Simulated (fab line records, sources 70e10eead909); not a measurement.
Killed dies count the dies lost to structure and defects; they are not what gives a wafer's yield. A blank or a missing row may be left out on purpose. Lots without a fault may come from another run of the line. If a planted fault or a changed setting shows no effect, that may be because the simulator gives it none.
fab line records -- flow nand_harc
record: lots: 6, wafers: 16, last_day: 33
route steps=1302 shown A_CHANNEL_FILL_D2@616 END@1302
lots untouched by any fault: they come from a run of this same line in which no faults occurred
start_h: the number of hours between the record's first day and the start of the first shown wafer of the lot -- wait_h: how many hours have passed since the lot's step before this one -- " as in the row above -- L1.1+2: a row that stands for several wafers -- - no value, or no start given -- * or withheld: withheld -- < > ~ a bound
route shown NAME@n: names a module that has steps shown in the file, with the first one's number in the route -- usual: mean/standard deviation of fault-free wafers -- same: alike in all rows -- chamber/n: place in a boat -- sites: readings site by site -- _std_site: standard deviation across them -- _edge_site: outer sites' mean less inner sites' -- radius_mm: how far each site lies from the wafer's centre -- mask NAME#n: copy n -- behind: the most recent tool/chamber to have shaped the wafer -- hold: why the lot was held/for how many hours/how that ended -- device: which transistor (n, p or np) failed to switch -- end of line: the route-end tests of the same wafers -- step lacking rows: just its recipe -- killed: dies lost to structure and defects at the first sort, not the wafer's yield -- map: shows each die of a wafer: x if killed, . if not, _ if none is there
set.NAME: the setting as run; set.NAME@STEP: as run at that earlier step -- model.NAME: the simulator's own value behind a step, which no gauge read
lots at some steps of the route; a table a step, a row a wafer
services: when a tool's chamber went out of use (start_h, in hours from the record's first day, below 0 if earlier), for how many hours, and the reason
== steps ==
step: NHARC_A_CHANNEL_FILL_D2_ALD_16
recipe: target_thk_a: 15, pulse_time_s: 10, ald_cycles: 15, temp_c: 300, material: SiO2
usual: heater_power_outer_w: 254/28, heater_power_w: 445/52, precursor_pulse_height_rel: 1.001/0.02
lot.wafer,tool,chamber,start_h,wait_h,heater_power_outer_w,heater_power_w,precursor_pulse_height_rel
L353.1,ald_hk-03,2,342.55,0.1,266,467,1.003
L353.3,ald_hk-03,3,342.55,0.1,261,473,1.025
L353.6,ald_hk-03,2,342.55,0.1,258,468,1.001
L357.1,ald_hk-03,3,387.78,2.9,259,456,1.013
L357.4,ald_hk-03,0,387.78,2.9,236,443,0.985
L357.6,ald_hk-03,2,387.78,2.9,258,476,0.998
L366.2,ald_hk-03,2,469.91,0.0,255,453,0.995
L366.1,ald_hk-03,1,469.91,0.0,251,429,0.953
L367.2,ald_hk-01,3,487.85,0.1,289,503,0.998
L367.5,ald_hk-01,1,487.85,0.1,202,335,1.013
L370.4,ald_hk-01,3,509.74,0.1,290,492,0.987
L370.3,ald_hk-01,0,509.74,0.1,279,470,1.000
L370.5,ald_hk-01,1,509.74,0.1,202,338,1.022
L373.4,ald_hk-03,3,542.14,0.0,266,465,0.962
L373.2,ald_hk-03,1,542.14,0.0,251,423,1.013
L373.5,ald_hk-03,0,542.14,0.0,239,425,1.006
step: NHARC_A_CHANNEL_FILL_D2_ANNEAL_17
recipe: temp_c: 850, time_s: 1800
step: NHARC_A_CHANNEL_FILL_D2_CVD_18
recipe: target_thk_a: 30, temp_c: 550, material: poly-Si
step: NHARC_A_CHANNEL_FILL_D2_ETCHBACK_19
recipe: target_depth_a: 50, time_s: 1.7, hbr_flow_sccm: 150, cl2_flow_sccm: 50, rf_w: 400, icp_w: 400, bias_w: 100, chemistry: HBr/Cl2
usual: chamber_pressure_mTorr: 14.999/0.014, drypump_motor_current_A: 5.7/0.47, oes_product_au: 1.000/0.0071, throttle_valve_pct: 26.405/0.0092
same: time_s: 1.7
lot.wafer,tool,chamber,start_h,wait_h,chamber_pressure_mTorr,drypump_motor_current_A,oes_product_au,rf_hours_counter_h,throttle_valve_pct
L353.3,rie_si-01,2,354.83,0.4,15.028,6.5,0.999,0.9,26.408
L353.1,rie_si-01,3,354.83,0.4,14.997,6.4,0.986,0.9,26.397
L353.6,rie_si-01,1,354.83,0.4,14.993,4.8,0.991,-,26.388
L357.4,rie_si-04,0,401.86,0.4,15.008,5.9,0.995,0.3,26.399
L357.1,rie_si-04,1,401.86,0.4,14.990,5.8,1.004,0.4,26.399
L357.6,rie_si-04,3,401.86,0.4,15.015,5.9,1.004,-,26.403
L366.1,rie_si-01,2,481.47,0.4,15.026,6.6,1.002,0.4,26.415
L366.2,rie_si-01,3,481.47,0.4,14.978,6.4,0.995,0.4,26.401
L367.2,rie_si-05,1,500.35,0.4,15.014,5.2,0.993,0.0,26.393
L367.5,rie_si-05,1,500.35,0.4,15.018,5.2,0.994,-,26.423
L370.3,rie_si-05,3,521.36,0.4,14.996,5.5,1.006,0.2,26.400
L370.4,rie_si-05,0,521.36,0.4,14.998,5.5,1.000,0.2,26.403
L370.5,rie_si-05,0,521.36,0.4,15.003,5.5,0.997,-,26.419
L373.2,rie_si-05,3,552.21,0.4,14.988,5.4,0.998,0.4,26.407
L373.4,rie_si-05,1,552.21,0.4,15.002,5.2,0.992,-,26.404
L373.5,rie_si-05,2,552.21,0.4,14.989,5.3,0.996,-,26.403
step: NHARC_A_CHANNEL_FILL_D2_ETCHBACK_20
recipe: target_depth_a: 270, time_s: 13.5, c4f8_flow_sccm: withheld, o2_flow_sccm: 8, ar_flow_sccm: withheld, rf_w: 600, bias_w: 1500, chemistry: C4F8/O2/Ar
step: NHARC_A_CHANNEL_FILL_D2_STRIP_28
recipe: time_s: 20, o2_flow_sccm: 500, ar_flow_sccm: 0, bias_w: 0, chemistry: O2
usual: chamber_pressure_mTorr: 60.00/0.058, drypump_motor_current_A: 5.6/0.46, mfc_ar_sccm: 0.007/0.0095, oes_product_au: 0.999/0.007, rf_vpp_V: 57.9/0.91, showerhead_plenum_p_Torr: 3.62/0.12, throttle_valve_pct: 17.037/0.0094
same: time_s: 20
lot.wafer,tool,chamber,start_h,wait_h,chamber_pressure_mTorr,drypump_motor_current_A,mfc_ar_sccm,oes_product_au,rf_hours_counter_h,rf_vpp_V,showerhead_plenum_p_Torr,throttle_valve_pct
L353.3,rie_diel-11,0,355.03,0.1,60.02,5.8,0,1.002,2,57.1,3.55,17.036
L353.1,rie_diel-11,2,355.03,0.1,59.97,5.6,0,0.985,2,58.2,3.78,17.037
L353.6,rie_diel-11,0,355.03,0.1,59.94,5.8,0,0.994,-,56.0,3.55,17.030
L357.1,rie_diel-10,1,402.06,0.1,59.97,6.4,0,1.001,4,58.9,3.67,17.026
L357.4,rie_diel-10,0,402.06,0.1,60.01,5.6,0.024,1.006,4,59.5,3.69,17.029
L357.6,rie_diel-10,1,402.06,0.1,59.97,6.4,0,1.003,-,58.9,3.67,17.028
L366.2,rie_diel-10,3,481.69,0.1,60.00,5.8,0,0.998,1,58.3,3.57,17.024
L366.1,rie_diel-10,1,481.69,0.1,60.10,6.4,0,0.993,1,58.7,3.67,17.054
L367.2,rie_diel-10,1,500.58,0.1,59.99,6.4,0,1.010,2,58.3,3.67,17.043
L367.5,rie_diel-10,3,500.58,0.1,60.01,5.8,0,0.987,-,57.5,3.57,17.034
L370.4,rie_diel-10,0,521.58,0.1,60.00,5.6,0.024,0.999,2,58.8,3.69,17.040
L370.3,rie_diel-10,2,521.58,0.1,60.06,5.0,0.015,1.011,2,59.1,3.68,17.032
L370.5,rie_diel-10,3,521.58,0.1,60.08,5.8,0,0.999,-,57.5,3.57,17.057
L373.2,rie_diel-10,2,552.59,0.2,59.98,5.0,0.015,0.998,3,58.5,3.68,17.015
L373.4,rie_diel-10,0,552.59,0.2,59.93,5.6,0.024,1.007,-,58.5,3.68,17.020
L373.5,rie_diel-10,1,552.59,0.2,60.02,6.4,0,0.994,-,58.8,3.67,17.048
step: NHARC_A_CHANNEL_FILL_D2_PRECLEAN_21
recipe: time_s: 30, chemistry: dHF
step: NHARC_A_CHANNEL_FILL_D2_SRD_23
step: NHARC_A_CHANNEL_FILL_D2_CVD_05
recipe: target_thk_a: 50, temp_c: 550, material: poly-Si
step: NHARC_A_CHANNEL_FILL_D2_ANNEAL_22
recipe: temp_c: 620, time_s: 7200
step: NHARC_A_CHANNEL_FILL_D2_ALD_25
recipe: target_thk_a: 600, pulse_time_s: 10, ald_cycles: 600, temp_c: 300, material: SiOx
usual: heater_power_outer_w: 252/19, heater_power_w: 445/37, precursor_pulse_height_rel: 1.003/0.019
lot.wafer,tool,chamber,start_h,wait_h,heater_power_outer_w,heater_power_w,precursor_pulse_height_rel
L353.3,ald_hk-03,1,366.81,0.1,272,429,0.988
L353.1,ald_hk-03,2,366.81,0.1,255,474,1.009
L353.6,ald_hk-03,2,369.89,3.1,259,480,1.007
L357.4,ald_hk-04,1,414.68,0.7,226,427,1.001
L357.1,ald_hk-04,3,415.91,1.9,260,484,1.000
L357.6,ald_hk-04,1,417.14,3.1,232,419,0.997
L366.1,ald_hk-03,2,495.48,0.4,255,439,1.000
L366.2,ald_hk-03,1,497.31,2.2,250,420,0.971
L367.2,ald_hk-03,1,513.10,0.7,257,415,1.002
L367.5,ald_hk-03,1,515.57,3.1,264,424,0.991
L370.3,ald_hk-03,2,533.53,0.1,250,450,1.023
L370.4,ald_hk-03,3,533.53,0.1,274,470,0.987
L370.5,ald_hk-03,3,536.61,3.1,275,468,0.992
L373.4,ald_hk-03,2,569.53,3.7,261,450,0.992
L373.2,ald_hk-03,3,569.53,3.7,266,471,0.983
L373.5,ald_hk-03,1,571.37,5.5,251,412,1.028
step: NHARC_A_CHANNEL_FILL_D2_ETCHBACK_08
recipe: target_depth_a: 2200, time_s: 110, c4f8_flow_sccm: 20, ar_flow_sccm: withheld, rf_w: 600, bias_w: 300, chemistry: C4F8
usual: chamber_pressure_mTorr: 24.999/0.023, oes_product_au: 0.97/0.034, rf_vpp_V: 442.3/2.3, run_length_s: 131.4/0.35
lot.wafer,tool,chamber,start_h,wait_h,chamber_pressure_mTorr,oes_product_au,rf_hours_counter_h,rf_vpp_V,run_length_s
L353.1,rie_diel-10,1,372.35,-,24.960,1.00,3,442.3,131.1
L353.3,rie_diel-10,2,372.35,-,25.050,1.00,3,442.8,131.1
L353.6,rie_diel-10,1,372.35,-,24.955,0.99,-,444.4,131.0
L357.4,rie_diel-11,3,419.60,-,25.002,0.98,4,440.8,131.6
L357.1,rie_diel-11,1,419.60,-,24.997,0.98,3,435.1,131.7
L357.6,rie_diel-11,3,419.60,-,24.972,0.98,-,440.9,132.2
L366.2,rie_diel-10,0,500.98,-,24.978,0.92,2,444.0,175.6
L366.1,rie_diel-10,1,500.98,-,25.014,0.93,2,442.4,131.2
L367.2,rie_diel-10,2,518.09,-,24.947,0.92,2,442.6,174.7
L367.5,rie_diel-10,0,518.09,-,25.004,0.93,-,443.4,175.5
L370.3,rie_diel-08,0,539.07,-,24.976,1.01,31,440.5,131.3
L370.4,rie_diel-08,2,539.07,-,24.988,1.01,35,442.9,131.3
L370.5,rie_diel-08,1,539.07,-,24.982,0.99,-,440.3,131.3
L373.2,rie_diel-08,2,573.88,-,25.006,1.00,1,443.2,131.3
L373.5,rie_diel-08,0,573.88,-,24.977,1.00,-,440.2,131.2
L373.4,rie_diel-08,2,573.88,-,25.017,1.00,-,443.8,131.9
step: NHARC_A_CHANNEL_FILL_D2_STRIP_29
recipe: time_s: 20, o2_flow_sccm: 500, ar_flow_sccm: 0, bias_w: 0, chemistry: O2
usual: chamber_pressure_mTorr: 59.99/0.079, drypump_motor_current_A: 5.7/0.45, mfc_ar_sccm: 0.008/0.01, oes_product_au: 0.999/0.0069, rf_vpp_V: 58.0/0.82, showerhead_plenum_p_Torr: 3.61/0.12, throttle_valve_pct: 17.038/0.0088
same: time_s: 20
lot.wafer,tool,chamber,start_h,wait_h,chamber_pressure_mTorr,drypump_motor_current_A,mfc_ar_sccm,oes_product_au,rf_hours_counter_h,rf_vpp_V,showerhead_plenum_p_Torr,throttle_valve_pct
L353.1,rie_diel-10,1,-,-,59.99,6.4,0,0.994,3,57.0,3.68,17.039
L353.3,rie_diel-10,3,-,-,60.02,5.8,0,0.994,3,57.2,3.58,17.038
L353.6,rie_diel-10,0,-,-,59.92,5.6,0.024,0.993,-,58.1,3.69,17.028
L357.1,rie_diel-11,2,-,-,60.08,5.6,0,0.979,4,58.2,3.78,17.056
L357.4,rie_diel-11,3,-,-,59.96,5.1,0.004,0.997,4,57.2,3.56,17.043
L357.6,rie_diel-11,1,-,-,60.04,6.2,0,0.993,-,56.1,3.30,17.033
L366.1,rie_diel-10,2,-,-,59.96,5.0,0.015,0.995,2,59.0,3.68,17.025
L366.2,rie_diel-10,3,-,-,59.92,5.8,0,0.999,2,59.0,3.57,17.048
L367.2,rie_diel-10,3,-,-,60.00,5.8,0,0.994,2,56.6,3.57,17.021
L367.5,rie_diel-10,2,-,-,59.92,5.0,0.015,0.994,-,58.1,3.68,17.034
L370.3,rie_diel-08,2,-,-,60.00,5.3,0.018,0.996,35,58.9,3.68,17.039
L370.4,rie_diel-08,1,-,-,60.00,6.1,0,0.991,27,57.2,3.47,17.034
L370.5,rie_diel-08,2,-,-,59.96,5.3,0.018,0.989,-,56.4,3.68,17.038
L373.2,rie_diel-08,0,574.03,0.1,60.04,5.6,0,1.005,2,59.4,3.49,17.044
L373.4,rie_diel-08,2,574.03,0.1,60.02,5.3,0.018,1.011,-,58.1,3.68,17.046
L373.5,rie_diel-08,3,574.03,0.1,60.06,5.6,0.030,1.010,-,59.4,3.70,17.044
step: NHARC_END_SORT_01
recipe: temp_c: 25
usual: killed_at_array: 61/22, killed_at_other: 0.8/1, killed_at_periphery: 3.8/2.3, killed_dies: 66/22, killed_open: 3.2/1.9, killed_short: 2.8/1.8
same: gross_dies: 677
lot.wafer,tool,chamber,start_h,wait_h,killed_at_array,killed_at_other,killed_at_periphery,killed_dies,killed_open,killed_short
L353.1,prober-02,0,582.09,2.5,83,0,5,88,7,2
L353.3,prober-02,0,583.69,3.1,58,0,6,64,4,3
L353.6,prober-02,0,586.08,4.0,94,0,2,96,6,2
L357.1,prober-02,0,639.49,2.5,44,1,4,49,5,10
L357.4,prober-02,0,641.87,3.4,43,1,2,46,3,1
L357.6,prober-02,0,643.45,4.0,36,0,2,38,1,4
L366.1,prober-01,0,729.67,2.5,87,1,2,90,0,3
L366.2,prober-01,0,730.48,2.8,73,0,4,77,3,4
L367.2,prober-01,0,743.44,2.8,97,1,3,101,4,3
L367.5,prober-01,0,745.83,3.7,77,0,3,80,2,2
L370.3,prober-01,0,754.04,3.1,45,1,5,51,2,3
L370.4,prober-01,0,754.85,3.4,70,2,3,75,3,4
L370.5,prober-01,0,755.66,3.7,41,3,3,47,3,1
L373.2,prober-01,0,799.53,2.8,45,1,2,48,5,5
L373.4,prober-01,0,801.13,3.4,38,3,2,43,2,1
L373.5,prober-01,0,801.94,3.7,42,0,4,46,6,6
killed by level:class
L353.1 A_CHANNEL_HOLE_D1:chamber_film_flake=39 A_CHANNEL_HOLE_D2:chamber_film_flake=28 A_STAIRCASE:chamber_film_flake=5 P_GATE:chamber_film_flake=3 A_ONON_D2:geometric_particle:open=2 A_SLIT:chamber_film_flake=2 P_CONTACT:geometric_particle:open=1 P_M0:geometric_particle:open=1
L353.3 A_CHANNEL_HOLE_D1:chamber_film_flake=28 A_CHANNEL_HOLE_D2:chamber_film_flake=16 A_STAIRCASE:chamber_film_flake=8 P_STI:geometric_particle:open=2 P_GATE:chamber_film_flake=2 P_STI:geometric_particle:short=1 P_GATE:geometric_particle:open=1 A_SOURCE_PLATE:geometric_particle:open=1
L353.6 A_CHANNEL_HOLE_D1:chamber_film_flake=38 A_CHANNEL_HOLE_D2:chamber_film_flake=33 A_STAIRCASE:chamber_film_flake=10 A_CONTACT:chamber_film_flake=4 P_M0:geometric_particle:open=2 A_BLC:geometric_particle:open=2 A_ONON_D2:geometric_particle:short=1 A_CHANNEL_FILL_D2:geometric_particle:short=1
L357.1 A_CHANNEL_HOLE_D2:chamber_film_flake=18 A_CHANNEL_FILL_D1:geometric_particle:short=6 A_CONTACT:chamber_film_flake=4 A_CHANNEL_HOLE_D1:chamber_film_flake=3 A_STAIRCASE:chamber_film_flake=2 A_SLIT:chamber_film_flake=2 A_BONDPAD:chamber_film_flake=2 P_CONTACT:geometric_particle:short=1
L357.4 A_CHANNEL_HOLE_D2:chamber_film_flake=16 A_CONTACT:chamber_film_flake=10 A_BONDPAD:chamber_film_flake=4 A_SLIT:chamber_film_flake=3 P_STI:chamber_film_flake=2 A_CHANNEL_HOLE_D1:chamber_film_flake=2 A_CHANNEL_FILL_D1:geometric_particle:open=1 A_CHANNEL_FILL_D2:geometric_particle:open=1
L357.6 A_CHANNEL_HOLE_D2:chamber_film_flake=15 A_CONTACT:chamber_film_flake=5 A_BONDPAD:chamber_film_flake=4 A_CHANNEL_HOLE_D1:chamber_film_flake=3 A_WL_FILL:chamber_film_flake=2 P_GATE:geometric_particle:open=1 A_CHANNEL_FILL_D1:geometric_particle:short=1 A_DECK1_JOINT:geometric_particle:short=1
L366.1 A_CHANNEL_HOLE_D1:chamber_film_flake=42 A_SLIT:chamber_film_flake=20 A_CHANNEL_HOLE_D2:chamber_film_flake=17 A_CONTACT:chamber_film_flake=3 P_CONTACT:chamber_film_flake=2 A_CHANNEL_FILL_D1:geometric_particle:short=1 A_WL_FILL:geometric_particle:short=1 A_M0:geometric_particle:short=1
L366.2 A_CHANNEL_HOLE_D1:chamber_film_flake=34 A_SLIT:chamber_film_flake=12 A_CHANNEL_HOLE_D2:chamber_film_flake=8 A_CONTACT:chamber_film_flake=5 A_BLC:chamber_film_flake=3 P_CONTACT:chamber_film_flake=2 P_BONDPAD:chamber_film_flake=2 A_STAIRCASE:chamber_film_flake=2
L367.2 A_CHANNEL_HOLE_D1:chamber_film_flake=37 A_SLIT:chamber_film_flake=21 A_CHANNEL_HOLE_D2:chamber_film_flake=20 A_CHANNEL_FILL_D2:chamber_film_flake=4 A_CONTACT:chamber_film_flake=4 A_STAIRCASE:chamber_film_flake=3 A_CONTACT:geometric_particle:open=2 A_CHANNEL_FILL_D1:chamber_film_flake=2
L367.5 A_CHANNEL_HOLE_D1:chamber_film_flake=29 A_SLIT:chamber_film_flake=22 A_CHANNEL_HOLE_D2:chamber_film_flake=6 A_CONTACT:chamber_film_flake=6 A_STAIRCASE:chamber_film_flake=5 P_ZERO_WELL:chamber_film_flake=2 A_WL_FILL:chamber_film_flake=2 P_CONTACT:geometric_particle:short=1
L370.3 A_CHANNEL_HOLE_D2:chamber_film_flake=22 A_CHANNEL_HOLE_D1:chamber_film_flake=11 A_SLIT:chamber_film_flake=7 P_GATE:chamber_film_flake=3 P_M0:geometric_particle:open=1 A_ONON_D1:geometric_particle:short=1 A_ONON_D1:geometric_particle:open=1 A_CHANNEL_HOLE_D2:geometric_particle:short=1
L370.4 A_SLIT:chamber_film_flake=33 A_CHANNEL_HOLE_D1:chamber_film_flake=13 A_CHANNEL_HOLE_D2:chamber_film_flake=10 A_STAIRCASE:chamber_film_flake=4 A_CONTACT:chamber_film_flake=4 A_CHANNEL_FILL_D2:geometric_particle:open=2 THIN_TSV:chamber_film_flake=2 P_GATE:geometric_particle:open=1
L370.5 A_SLIT:chamber_film_flake=20 A_CHANNEL_HOLE_D2:chamber_film_flake=12 A_CHANNEL_HOLE_D1:chamber_film_flake=5 THIN_TSV:chamber_film_flake=3 P_CONTACT:geometric_particle:open=1 A_ONON_D1:geometric_particle:open=1 A_DECK1_JOINT:geometric_particle:short=1 A_DECK1_JOINT:geometric_particle:open=1
L373.2 A_CHANNEL_HOLE_D1:chamber_film_flake=18 A_SLIT:chamber_film_flake=11 A_CONTACT:chamber_film_flake=5 A_BLC:geometric_particle:open=2 A_WL_FILL:chamber_film_flake=2 P_GATE:geometric_particle:short=1 P_M0:geometric_particle:open=1 A_CHANNEL_HOLE_D1:geometric_particle:short=1
L373.4 A_CHANNEL_HOLE_D1:chamber_film_flake=17 A_SLIT:chamber_film_flake=12 A_CONTACT:chamber_film_flake=5 THIN_TSV:chamber_film_flake=3 P_CONTACT:geometric_particle:short=1 A_CHANNEL_FILL_D1:geometric_particle:open=1 A_DECK1_JOINT:geometric_particle:open=1 P_GATE:chamber_film_flake=1
L373.5 A_CHANNEL_HOLE_D1:chamber_film_flake=16 A_SLIT:chamber_film_flake=11 A_CONTACT:chamber_film_flake=4 A_ONON_D1:geometric_particle:short=2 P_GATE:geometric_particle:short=1 P_CONTACT:geometric_particle:short=1 P_M1:geometric_particle:short=1 A_ONON_D1:geometric_particle:open=1
== services ==
tool,chamber,start_h,hours,kind
rie_diel-08,1,318.78,7.6,repair
ald_hk-03,-,321.30,1.1,repair
rie_diel-10,1,331.43,20.5,repair
rie_diel-08,0,366.36,10.2,repair
rie_diel-08,-,368.63,9.0,pm
rie_diel-11,1,380.61,3.4,repair
rie_diel-08,0,391.07,14.0,repair
ald_hk-03,-,394.73,10.0,pm
rie_diel-11,0,405.08,3.4,repair
rie_diel-10,-,419.50,9.0,pm
rie_diel-11,-,432.50,9.0,pm
rie_diel-08,2,432.75,6.8,repair
rie_diel-08,0,453.82,4.3,repair
rie_diel-08,1,454.45,42.0,repair
rie_diel-10,-,464.82,0.7,repair
rie_diel-11,1,468.44,6.2,repair
rie_diel-10,-,470.39,2.4,repair
rie_diel-11,-,478.37,2.4,repair
rie_diel-08,3,484.89,4.0,repair
rie_diel-11,3,507.15,2.9,repair
rie_diel-08,-,545.63,9.0,pm
rie_diel-10,3,548.61,5.0,repair
rie_diel-11,2,557.46,1.3,repair
rie_diel-08,1,568.42,6.1,repair
== key ==
first_sign: step: NHARC_A_CHANNEL_FILL_D2_ETCHBACK_08, reading: run_length_s, direction: up, sigmas: 99+, usual: *, struck: *
effect none on later readings
met_at NHARC_A_CHANNEL_FILL_D2_ETCHBACK_08
struck_wafers L366.2,L367.2,L367.5
tester_left_out L366,L367
onset_between 372.35 500.98
fault: kind: process_parameter_drift, tool: rie_diel-10, chamber: -, onset_h: 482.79, steps: NHARC_A_CHANNEL_FILL_D2_ETCHBACK_08, channel: time_s, offset: *, shape: step, end_h: 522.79, scope: struck_wafers_only, acts_in: *, stated: *
tester_left_out: of these lots the tester's yield and bins aren't shown, on N5 and GAA mostly nor the transistor test; their killed dies are dies lost to structure and defects alone, not to doping, threshold or leakage, so they don't give the yield
